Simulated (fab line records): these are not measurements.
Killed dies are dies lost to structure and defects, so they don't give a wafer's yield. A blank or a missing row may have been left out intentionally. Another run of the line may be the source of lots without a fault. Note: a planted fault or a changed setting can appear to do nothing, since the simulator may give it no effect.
Struck lot and sound lot, side by side / flow nandHarc / 19 steps out of a route of 1159
Sound: the wafers L364.2, L364.3, L364.5. Struck: wafers L376.1, L376.3, L376.6. The cause comes at the end.
At each step with rows: each side's tool, then ch and its chambers, then its first start. Under that, the readings that differ: sound wafers / struck wafers / difference of the means / sigmas: that difference in standard deviations of wafers without a fault.
alike: a reading whose means differ by less than 2 such deviations, as well as words and numbers matching on both sides. not compared: withheld readings; readings where some wafer has no value; bounds like >300 that might hide an equal value; numbers whose values overlap and for which the record gives no deviation.
Wherever a step has rows on one side only, a row that says differs or no value, or a row with sigmas, the two part there. When numbers do not overlap yet have no deviation, they are printed without sigmas and do not part them. A reading that every wafer of one side lacks parts them only if that side has two wafers or more.

NHARC_P_GATE_ALD_36: deposits SiNx, target thk 20 nm, pulse time 60 s, ald cycles 223.
  sound on aldSin-03 ch 1,2,3, day 7 06:28; struck on aldSin-02 ch 2,3, day 8 14:26
  alike: heaterPowerW, precursorPulseHeightRel
NHARC_P_GATE_ETCHBACK_37: etches the open film in CHF3/O2, target depth 34.5 nm, time 17.2 s.
  sound: rieDiel-06 ch 0,2,3; struck: rieDiel-06 ch 0,3
  alike: biasW, drypumpMotorCurrentA, oesProductAu, rfVppV, showerheadPlenumPTorr, throttleValvePct
  not compared: rfHoursCounterH
NHARC_P_GATE_STRIP_101: strips in O2, time 20 s.
  sound on rieDiel-06 ch 0,2, day 7 14:57; struck on rieDiel-06 ch 2,3, day 9 02:13
  alike: drypumpMotorCurrentA, oesProductAu, rfVppV, showerheadPlenumPTorr, throttleValvePct
  not compared: rfHoursCounterH
then, 9 steps without rows for these wafers: NHARC_P_GATE_PRECLEAN_97 (cleans in SPM, time 600 s); NHARC_P_GATE_SRD_98; NHARC_P_GATE_PRECLEAN_99 (cleans in SC1); NHARC_P_GATE_SRD_100; NHARC_P_GATE_DEHYDRATE_38 (time 120 s); NHARC_P_GATE_HMDS_39 (time 30 s); NHARC_P_GATE_COAT_40; NHARC_P_GATE_SOFTBAKE_41 (time 95 s); NHARC_P_GATE_EBR_42.
NHARC_P_GATE_EXPOSE_43: exposes mask P NSD, target cd 720 nm.
  sound on krfScanner-02 ch 0, day 7 15:43; struck on krfScanner-04 ch 0, day 9 02:59
reading=exposureDoseMJCm2; sound=14.826 14.790 14.811; struck=13.663 13.656 13.664; difference=-1.148; sigmas=-82
  alike: mask, reticleTempC
then, 2 steps without rows for these wafers: NHARC_P_GATE_PEB_44 (peb time 85 s); NHARC_P_GATE_DEVELOP_45 (time 70 s).
NHARC_P_GATE_CD_MEAS_46: target cd 720 nm.
  sound on cdSem-03 ch 0, day 7 15:52; struck on cdSem-01 ch 0, day 9 03:10
reading=cdNm (nm); sound=720.9 721.0 721.2; struck=709.2 707.3 708.2; difference=-12.8; sigmas=-6
then, 1 step without rows for these wafers: NHARC_P_GATE_HARDBAKE_47 (time 80 s).
NHARC_P_GATE_DESCUM_48: chemistry O2, time 3 s.
  sound on rieDiel-06 ch 0,2,3, day 7 16:02; struck on rieDiel-06 ch 0,1,3, day 9 03:21
reading=oesProductAu (a.u.); sound=1.007 1.009 1.016; struck=0.981 0.995 0.987; difference=-0.023; sigmas=-2
reading=model.P_GATE.cdNm (nm); sound=721.2 721.6 720.9; struck=709.4 707.4 708.1; difference=-12.9; sigmas=
  alike: drypumpMotorCurrentA, rfVppV, showerheadPlenumPTorr, throttleValvePct
  not compared: rfHoursCounterH
after that, 1 step had no rows for these wafers: NHARC_P_GATE_IMPLANT_49.

## WHERE THEY PART
First at NHARC_P_GATE_EXPOSE_43; last, within this record, at NHARC_P_GATE_DESCUM_48.

WHY: whatever the simulator had introduced
Process parameters drifting: krfScanner-04 at NHARC_P_GATE_EXPOSE_43, beginning at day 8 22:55. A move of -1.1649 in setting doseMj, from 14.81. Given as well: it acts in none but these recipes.
